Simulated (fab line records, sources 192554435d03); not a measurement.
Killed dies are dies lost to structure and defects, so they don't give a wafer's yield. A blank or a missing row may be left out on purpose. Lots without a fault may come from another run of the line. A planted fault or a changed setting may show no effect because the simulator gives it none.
fab line records | flow n5_finfet
record lots=6 wafers=18 last_day=17
route steps=1938 shown BEOL_M0_SAQP@670 BEOL_M4@1111 PASSIVATION@1936
lots that met no fault: from a run of the same line without faults
start_h: hours from the record's first day to the start of the lot's first wafer shown | wait_h: hours since the lot's step before | " the same as in the row above | L1.1+2: a row that stands for several wafers | - no value, or no start given | * or withheld: withheld | < > ~ a bound
route shown NAME@n: a module of which the file shows steps, and the number in the route of the first | usual: mean/standard deviation of fault-free wafers | same: alike in all rows | chamber/n: place in a boat | sites: the reading at each site | _std_site: their standard deviation | _edge_site: outer sites' mean less inner sites' | radius_mm: how far each site lies from the wafer's centre | mask NAME#n: copy n | behind: the tool/chamber that last shaped the wafer | hold: why the lot was held/for how many hours/how that ended | device: the transistor (n, p or np) that didn't switch | end of line: the same wafers' tests at the end of the route | a step without rows: its recipe alone | killed: dies lost to structure and defects at the first sort, not the wafer's yield | map: a wafer's dies, x killed, . not, _ none there
set.NAME: the setting as run; set.NAME@STEP: as run at that earlier step | model.NAME: the simulator's own value behind a step, which no gauge read
lots at some steps of the route; a table a step, a row a wafer
services: from which hour (start_h, from the record's first day; less than 0 if before it) a tool's chamber was out of use, for how many hours, and why
## steps
# step N5_BEOL_M0_SAQP_RECESS_104
# recipe chemistry=HF/NH3 target=SiO2 target_depth_a=180 afs_cycles=3 temp_c=30 sublimation_temp_c=180 sublimation_time_s=60
# step N5_BEOL_M0_SAQP_COAT_105
# recipe resist=SOC temp_c=250 time_s=60 spin_rpm=1500 resist_thk_nm=100
# step N5_BEOL_M0_SAQP_ETCH_106
# recipe chemistry=N2/H2 target=SOC target_depth_a=1500 stop_on=SiNx ion_energy_ev=100 bias_w=61 pressure_mtorr=30 source_w=850 n2_flow_sccm=200 h2_flow_sccm=200
# usual drypump_motor_current_A=5.9/0.49 oes_product_au=0.77/0.084 rf_vpp_V=241.3/1.2 showerhead_plenum_p_Torr=2.59/0.064 throttle_valve_pct=17.77/0.22
# columns lot.wafer tool chamber start_h wait_h drypump_motor_current_A oes_product_au rf_hours_counter_h rf_vpp_V showerhead_plenum_p_Torr throttle_valve_pct
L609.1 rie_diel-01 2 122.62 - 5.7 0.72 179 241.2 2.65 17.55
L609.5 " 1 " " 5.9 0.88 - 241.7 2.68 17.51
L609.6 " 2 " " 5.7 0.72 - 241.5 2.65 17.57
L610.1 rie_diel-03 3 130.49 - 5.9 0.72 165 241.3 2.65 18.02
L610.4 " 1 " " 6.1 0.74 - 242.3 2.65 17.85
L610.6 " 0 " " 6.8 0.77 - 240.0 2.57 17.97
L612.1 rie_diel-01 2 139.42 - 5.7 0.71 184 242.0 2.65 17.57
L612.2 " 0 " " 5.8 0.93 12 241.1 2.59 17.69
L612.6 " 0 " " 5.8 0.92 - 241.1 2.59 17.69
L623.2 rie_diel-01 2 212.04 - 5.7 0.70 205 241.1 2.64 17.59
L623.3 " 3 " " 6.3 0.72 197 241.5 2.52 17.80
L623.6 " 3 " " 6.3 0.72 - 240.9 2.52 17.82
L625.3 rie_diel-03 0 220.56 - 6.8 0.75 131 239.7 2.56 17.99
L625.4 " 2 " " 4.9 0.86 23 239.1 2.49 17.49
L625.6 " 0 " " 6.8 0.74 - 241.4 2.56 17.99
L629.1 rie_diel-03 1 249.30 - 6.1 0.71 190 241.7 2.64 17.91
L629.2 " 3 " " 5.9 0.70 198 241.9 2.63 18.08
L629.4 " 0 " " 6.7 0.74 141 240.6 2.55 18.02
# step N5_BEOL_M0_SAQP_ETCH_107
# recipe chemistry=CH3F/O2 target=SiNx target_depth_a=300 mask_material=SOC pressure_mtorr=30 source_w=395 bias_w=73 Ar_flow_sccm=150 CH3F_flow_sccm=30 O2_flow_sccm=20 ion_energy_ev=120
# usual drypump_motor_current_A=5.9/0.49 oes_product_au=0.78/0.089 rf_vpp_V=296/7.4 showerhead_plenum_p_Torr=2.04/0.054 throttle_valve_pct=16.32/0.18
# columns lot.wafer tool chamber start_h wait_h drypump_motor_current_A oes_product_au rf_hours_counter_h rf_vpp_V showerhead_plenum_p_Torr throttle_valve_pct
L609.1 rie_diel-01 2 122.68 0.0 5.7 0.73 179 313 2.07 16.08
L609.5 " 1 " " 5.9 0.89 - 306 2.13 16.15
L609.6 " 2 " " 5.7 0.72 - 314 2.07 16.08
L610.1 rie_diel-03 3 130.55 0.0 5.9 0.72 165 307 2.07 16.46
L610.4 " 1 " " 6.1 0.75 - 293 2.10 16.52
L610.6 " 0 " " 6.7 0.77 - 291 2.03 16.41
L612.1 rie_diel-01 2 139.48 0.0 5.7 0.73 184 313 2.07 16.07
L612.2 " 0 " " 5.8 0.95 12 299 2.04 16.26
L612.6 " 0 " " 5.8 0.95 - 297 2.04 16.26
L623.2 rie_diel-01 2 212.10 0.0 5.7 0.71 206 313 2.06 16.12
L623.3 " 3 " " 6.3 0.73 197 299 1.98 16.38
L623.6 " 3 " " 6.3 0.73 - 298 1.98 16.37
L625.3 rie_diel-03 0 220.62 0.0 6.7 0.74 131 291 2.03 16.46
L625.4 " 2 " " 4.9 0.87 23 294 1.97 16.16
L625.6 " 0 " " 6.7 0.75 - 290 2.03 16.47
L629.1 rie_diel-03 1 249.36 0.0 6.1 0.72 190 293 2.09 16.58
L629.2 " 3 " " 5.9 0.70 198 307 2.05 16.52
L629.4 " 0 " " 6.7 0.74 141 291 2.02 16.49
# step N5_BEOL_M0_SAQP_STRIP_108
# recipe chemistry=N2/H2 power_w=500 temp_c=40 pressure_mtorr=50 rf_frequency_hz=6e+07 overash_fraction=0.3 bias_power_w=28 h2_frac=0.5 n2_flow_sccm=300 h2_flow_sccm=300
# usual drypump_motor_current_A=5.9/0.49 oes_product_au=0.78/0.086 power_w=500.0/1.4 rf_vpp_V=122.2/0.85 showerhead_plenum_p_Torr=3.42/0.081 throttle_valve_pct=18.9/0.35
# columns lot.wafer tool chamber start_h wait_h drypump_motor_current_A oes_product_au power_w rf_hours_counter_h rf_vpp_V showerhead_plenum_p_Torr throttle_valve_pct
L609.1 rie_diel-01 2 122.72 0.0 5.7 0.73 501.9 179 121.7 3.49 18.5
L609.5 " 1 " " 5.9 0.89 498.9 - 123.0 3.54 18.6
L609.6 " 2 " " 5.7 0.74 502.7 - 124.0 3.49 18.5
L610.1 rie_diel-03 3 130.59 0.0 6.0 0.73 499.9 165 122.6 3.49 19.3
L610.4 " 1 " " 6.1 0.75 500.6 - 122.4 3.50 18.8
L610.6 " 0 " " 6.8 0.78 497.9 - 122.4 3.39 19.6
L612.1 rie_diel-01 2 139.52 0.0 5.7 0.73 501.8 184 122.7 3.49 18.5
L612.2 " 0 " " 5.8 0.94 499.6 12 121.6 3.42 18.8
L612.6 " 0 " " 5.8 0.95 499.8 - 122.0 3.42 18.8
L623.2 rie_diel-01 2 212.14 0.0 5.7 0.71 501.9 206 122.7 3.48 18.6
L623.3 " 3 " " 6.3 0.72 497.4 197 122.1 3.33 19.0
L623.6 " 3 " " 6.3 0.73 500.2 - 122.5 3.33 19.0
L625.3 rie_diel-03 0 220.66 0.0 6.7 0.75 500.5 131 121.4 3.38 19.6
L625.4 " 2 " " 4.9 0.87 499.1 23 122.0 3.29 18.5
L625.6 " 0 " " 6.8 0.76 499.7 - 121.6 3.38 19.6
L629.1 rie_diel-03 1 249.40 0.0 6.1 0.73 500.9 190 121.8 3.48 18.8
L629.2 " 3 " " 5.9 0.70 501.8 198 122.4 3.47 19.3
L629.4 " 0 " " 6.7 0.75 500.9 141 122.8 3.37 19.6
# step N5_BEOL_M0_SAQP_RECESS_109
# recipe chemistry=HF/NH3 target=SiO2 target_depth_a=30 afs_cycles=1 temp_c=30 sublimation_temp_c=180 sublimation_time_s=60
# step N5_BEOL_M0_SAQP_SPACER2_ALD_26
# recipe material=SiO2 target_thk_a=150 temp_c=300 ald_precursor_family=BDEAS ald_co_reactant=O2-plasma pulse_time_s=1 purge_time_s=2 co_reactant_purge_time_s=2 pressure_torr=2
# step N5_BEOL_M0_SAQP_SPACER2_ETCHBACK_27
# recipe chemistry=CHF3/O2 mode=anisotropic_etchback target=SiO2 target_depth_a=225 time_s=11.25 pressure_mtorr=30 source_w=650 bias_w=170 Ar_flow_sccm=200 CHF3_flow_sccm=50 O2_flow_sccm=5 ion_energy_ev=200
# usual drypump_motor_current_A=5.8/0.5 oes_product_au=0.77/0.082 rf_vpp_V=523/14 showerhead_plenum_p_Torr=2.45/0.066 throttle_valve_pct=18.85/0.18
# columns lot.wafer tool chamber start_h wait_h drypump_motor_current_A oes_product_au rf_hours_counter_h rf_vpp_V showerhead_plenum_p_Torr throttle_valve_pct
L609.1 rie_diel-02 0 123.53 0.3 5.1 0.71 208 513 2.48 18.96
L609.5 " 1 " " 5.8 0.79 - 525 2.41 18.60
L609.6 " 2 " " 6.5 0.72 - 503 2.39 19.05
L610.1 rie_diel-02 0 131.34 0.3 5.1 0.71 211 514 2.48 18.95
L610.4 " 3 " " 5.6 0.71 244 514 2.29 18.98
L610.6 " 1 " " 5.8 0.77 - 524 2.41 18.58
L612.1 rie_diel-01 3 140.27 0.3 6.3 0.74 175 524 2.39 18.82
L612.2 " 1 " " 5.9 0.89 36 538 2.55 18.71
L612.6 " 1 " " 5.9 0.89 - 538 2.55 18.70
L623.2 rie_diel-03 0 212.99 0.4 6.7 0.74 129 513 2.44 19.02
L623.3 " 1 " " 6.1 0.72 177 519 2.52 19.10
L623.6 " 3 " " 5.9 0.70 - 540 2.47 18.98
L625.3 rie_diel-02 1 221.41 0.3 5.8 0.74 168 522 2.40 18.62
L625.4 " 0 " " 5.1 0.69 239 512 2.47 19.00
L625.6 " 0 " " 5.1 0.69 - 514 2.47 18.99
L629.1 rie_diel-03 1 251.73 0.3 6.1 0.72 191 519 2.51 19.11
L629.2 " 3 " " 5.9 0.71 199 540 2.47 19.02
L629.4 " 0 " " 6.8 0.74 142 512 2.43 19.01
# step N5_BEOL_M0_SAQP_MANDREL2_REMOVE_110
# recipe chemistry=HBr/Cl2/O2 bt_time_s=10 target=a-Si stop_on=SiCN endpoint=OES-SiCl over_etch_frac=1 icp_w=600 bias_w=30 HBr_flow_sccm=150 Cl2_flow_sccm=80 O2_flow_sccm=5 pressure_mtorr=10
# usual drypump_motor_current_A=5.4/0.46 oes_product_au=1.001/0.015 throttle_valve_pct=36.9/0.32
# same over_etch_frac=1
# columns lot.wafer tool chamber start_h wait_h drypump_motor_current_A oes_product_au rf_hours_counter_h throttle_valve_pct
L609.1 rie_si-05 1 123.62 0.1 5.4 1.005 149 37.1
L609.5 " 2 " " 5.3 1.015 - 36.8
L609.6 " 1 " " 5.4 0.999 - 37.1
L610.1 rie_si-05 3 131.43 0.1 4.9 1.012 33 37.2
L610.4 " 2 " " 5.3 1.003 99 36.8
L610.6 " 0 " " 5.0 0.984 - 36.7
L612.1 rie_si-04 1 140.36 0.1 5.6 0.995 193 36.3
L612.2 " 3 " " 5.9 1.038 11 36.6
L612.6 " 3 " " 6.0 1.033 - 36.6
L623.2 rie_si-02 1 213.07 0.1 5.3 0.980 114 37.3
L623.3 " 0 " " 5.5 0.996 122 37.1
L623.6 " 2 " " 5.4 1.004 - 37.1
L625.3 rie_si-04 3 221.50 0.1 5.9 1.032 13 36.6
L625.4 " 2 " " 5.6 0.997 59 36.6
L625.6 " 2 " " 5.6 0.999 - 36.6
L629.1 rie_si-02 1 251.83 0.1 5.3 0.984 115 37.3
L629.2 " 0 " " 5.5 1.000 123 37.1
L629.4 " 2 " " 5.4 1.011 168 37.1
# step N5_BEOL_M0_SAQP_CD_MEAS_29
# recipe target_cd_nm=14.4 landing_energy_ev=1000 detector=se_inlens
# usual cd_nm=14.93/0.22
# columns lot.wafer tool chamber start_h wait_h cd_nm
L609.1 cd_sem-03 0 123.73 0.1 14.48
L609.5 " 0 " " 14.87
L609.6 " 0 " " 14.80
L610.1 cd_sem-03 0 131.54 0.1 14.69
L610.4 " 0 " " 14.96
L610.6 " 0 " " 15.12
L612.1 cd_sem-01 0 140.47 0.1 14.94
L612.2 " 0 " " 15.10
L612.6 " 0 " " 14.93
L623.2 cd_sem-03 0 213.18 0.1 15.21
L623.3 " 0 " " 14.33
L623.6 " 0 " " 14.81
L625.3 cd_sem-02 0 221.62 0.1 14.71
L625.4 " 0 " " 14.64
L625.6 " 0 " " 14.83
L629.1 cd_sem-01 0 251.94 0.1 15.30
L629.2 " 0 " " 14.99
L629.4 " 0 " " 14.87
# step N5_BEOL_M0_SAQP_COAT_69
# recipe resist=SOC temp_c=250 time_s=60 spin_rpm=1500 resist_thk_nm=90
# step N5_BEOL_M0_SAQP_COAT_72
# recipe resist=SiARC temp_c=220 time_s=60 spin_rpm=1500 resist_thk_nm=15
# step N5_BEOL_M0_SAQP_COAT_87
# recipe resist=underlayer temp_c=205 time_s=60 spin_rpm=1500 resist_thk_nm=5
# usual heater_power_total_W=391.6/1.3 plate_temp_C=205.00/0.15 spin_speed_rpm=1500.2/0.96
# columns lot.wafer tool chamber start_h wait_h heater_power_total_W plate_temp_C spin_speed_rpm
L609.1 litho_track-03 0 123.77 - 393.1 204.86 1501.5
L609.5 " 0 " " 393.1 204.81 1500.7
L609.6 " 0 " " 390.4 204.79 1501.2
L610.1 litho_track-03 0 131.58 - 407.6 212.93 1500.7
L610.4 " 0 " " 412.2 212.84 1499.4
L610.6 " 0 " " 409.5 212.83 1499.4
L612.1 litho_track-03 0 140.51 - 410.4 212.99 1501.1
L612.2 " 0 " " 412.9 212.80 1500.7
L612.6 " 0 " " 412.6 213.11 1500.1
L623.2 litho_track-02 0 213.22 - 391.4 205.10 1500.6
L623.3 " 0 " " 390.3 204.99 1501.9
L623.6 " 0 " " 391.7 205.20 1501.0
L625.3 litho_track-02 0 221.65 - 392.6 204.85 1501.3
L625.4 " 0 " " 391.7 204.94 1501.5
L625.6 " 0 " " 392.1 204.88 1501.9
L629.1 litho_track-03 0 251.98 - 391.3 205.00 1499.6
L629.2 " 0 " " 390.1 205.01 1500.1
L629.4 " 0 " " 391.8 204.94 1500.6
# step N5_BEOL_M0_SAQP_COAT_34
# recipe resist=CAR-EUV spin_rpm=1500 resist_thk_nm=30
# step N5_BEOL_M4_RC_MEAS_101
# usual DIBL_N=36.2/1.7 DIBL_P=36.6/1.9 IOFF_N=0.16/0.032 IOFF_P=0.21/0.037 ION_N=675/12 ION_P=460/8.1 SS_N=71.4/0.58 SS_P=73.4/0.64 VT_N=249/3.2 VT_P=-252/3.4
# columns lot.wafer tool chamber start_h wait_h DIBL_N[mV/V] DIBL_P[mV/V] IOFF_N[nA/um] IOFF_P[nA/um] ION_N[uA/um] ION_P[uA/um] SS_N[mV/dec] SS_P[mV/dec] VT_N[mV] VT_P[mV]
L609.1 prober-01 0 178.28 0.0 37.4 37.4 0.17 0.24 686 473 71.9 73.6 250 -249
L609.5 " 0 " " 37.5 38.0 0.19 0.25 680 467 71.8 73.3 250 -246
L609.6 " 0 " " 39.0 38.8 0.21 0.27 681 465 72.2 74.1 247 -247
L610.1 prober-02 0 183.13 0.0 38.6 39.4 0.22 0.24 693 461 72.8 75.1 245 -249
L610.4 " 0 " " 35.3 35.5 0.15 0.19 678 464 71.4 73.3 249 -254
L610.6 " 0 " " 35.0 34.9 0.13 0.18 666 456 71.4 72.7 255 -254
L612.1 prober-02 0 194.21 0.0 37.8 37.4 0.18 0.20 667 459 72.2 73.2 250 -251
L612.2 " 0 " " 34.2 34.7 0.13 0.17 666 459 70.6 72.6 253 -253
L612.6 " 0 " " 37.5 37.7 0.18 0.21 678 462 71.9 73.4 250 -248
L623.2 prober-01 0 265.67 0.2 35.0 33.8 0.13 0.16 653 445 70.6 72.8 253 -257
L623.3 " 0 " " 33.0 32.7 0.12 0.15 658 450 71.1 73.0 255 -255
L623.6 " 0 " " 35.0 34.3 0.14 0.17 654 444 70.7 72.9 254 -255
L625.3 prober-01 0 267.97 0.3 34.7 35.1 0.14 0.16 666 446 71.2 73.4 253 -256
L625.4 " 0 " " 37.6 39.4 0.20 0.23 682 460 71.6 74.8 247 -253
L625.6 " 0 " " 34.6 34.5 0.13 0.15 665 447 70.6 73.1 253 -255
L629.1 prober-01 0 295.32 0.0 36.2 35.8 0.16 0.21 677 464 71.4 73.6 249 -250
L629.2 " 0 " " 36.2 35.8 0.17 0.20 673 459 71.5 73.6 245 -253
L629.4 " 0 " " 34.5 33.9 0.13 0.17 662 458 70.9 72.6 254 -251
# step N5_PASSIVATION_PROBE_49
# usual defect_limited_yield=91.3/1.5 killed_at_M0_to_M3=35/10 killed_at_M4_up=12/4.6 killed_at_contacts=13/6.6 killed_at_front_end=39/11 killed_at_other=4/3.4 killed_dies=103/17 killed_open=67/13 killed_short=35/8.2 sort_bin_5_function=5.1/0.94 sort_bin_6_memory=3.2/0.7 sort_n_pass=1077/17 sort_yield_pct=91.3/1.5
# same gross_dies=1180 killed_at_back_side=0 sort_bin_4_leakage[%]=0 sort_bin_8_speed[%]=0
# columns lot.wafer tool chamber start_h wait_h defect_limited_yield[%] killed_at_M0_to_M3 killed_at_M4_up killed_at_contacts killed_at_front_end killed_at_other killed_dies killed_open killed_short sort_bin_5_function[%] sort_bin_6_memory[%] sort_n_pass sort_yield_pct[%]
L609.1 prober-01 - 281.63 0.0 94.7 19 3 6 26 9 63 42 21 3.0 2.2 1117 94.7
L609.5 prober-01 - 281.83 0.2 90.5 44 0 2 63 3 112 70 40 5.3 3.8 1068 90.5
L609.6 prober-01 - 281.88 0.3 94.6 17 6 6 29 6 64 41 22 3.4 1.9 1116 94.6
# killed by level:class
L609.1 BEOL_M0_SAQP:geometric_particle:open=8 STI_FIN_REVEAL:geometric_particle:open=8 GATE_CUT:geometric_particle:short=5 MOL_CONTACT_COAG:geometric_particle:open=5 DUMMY_GATE:geometric_particle:open=4 BEOL_M2:geometric_particle:open=4 FIN_SAQP:geometric_particle:short=2 STI_FIN_REVEAL:geometric_particle:short=2
L609.5 STI_FIN_REVEAL:geometric_particle:open=21 BEOL_M0_SAQP:geometric_particle:open=11 BEOL_M0_SAQP:geometric_particle:short=11 FIN_SAQP:geometric_particle:short=9 BEOL_M2:geometric_particle:open=9 GATE_CUT:geometric_particle:short=8 BEOL_M1:geometric_particle:open=8 FIN_SAQP:geometric_particle:open=6
L609.6 STI_FIN_REVEAL:geometric_particle:open=6 ILD0:geometric_particle:short=6 MOL_CONTACT_COAG:geometric_particle:open=5 BEOL_M0_SAQP:geometric_particle:open=5 BEOL_M0_SAQP:geometric_particle:short=5 STARTING-WAFER:geometric_particle:open=4 GATE_CUT:geometric_particle:short=3 FIN_SAQP:geometric_particle:short=2
## services
# columns tool chamber start_h hours kind
rie_diel-02 - 105.28 14.6 pm
rie_diel-03 2 116.00 - clean
rie_diel-03 2 116.00 - consumable_replace:focus_ring
rie_diel-03 2 116.00 23.7 scheduled_down
rie_diel-03 2 116.00 23.7 vent_cycle
rie_diel-02 3 147.89 - clean
rie_diel-02 3 147.89 - consumable_replace:esc
rie_diel-02 3 147.89 - consumable_replace:focus_ring
rie_diel-02 3 147.89 - consumable_replace:showerhead
rie_diel-02 3 147.89 19.6 scheduled_down
rie_diel-02 3 147.89 19.6 vent_cycle
rie_si-04 1 151.45 - clean
rie_si-04 1 151.45 24.6 scheduled_down
rie_si-04 1 151.45 24.6 vent_cycle
rie_diel-03 - 172.67 0.3 repair
rie_diel-03 1 193.13 8.5 repair
litho_track-03 - 193.89 - consumable_replace:filter
rie_si-04 3 208.17 4.8 repair
litho_track-02 - 217.19 - consumable_replace:filter
rie_si-05 3 223.38 2.2 repair
rie_diel-03 - 236.51 0.3 repair
rie_si-04 2 240.75 6.3 repair
rie_diel-02 2 244.08 21.0 repair
litho_track-02 - 250.54 - consumable_replace:filter
## key
first_sign step=N5_BEOL_M0_SAQP_COAT_87 reading=plate_temp_C direction=up sigmas=52 usual=* struck=*
effect step=N5_BEOL_M0_SAQP_COAT_87 reading=heater_power_total_W direction=up sigmas=14 usual=* struck=*
met_at N5_BEOL_M0_SAQP_COAT_87
struck_wafers L610.1,L610.4,L610.6,L612.1,L612.2,L612.6
onset_between 123.77 131.58
fault kind=process_parameter_drift tool=litho_track-03 chamber=- onset_h=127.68 steps=N5_BEOL_M0_SAQP_COAT_87 channel=temp_c offset=* shape=step end_h=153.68 acts_in=* stated=*
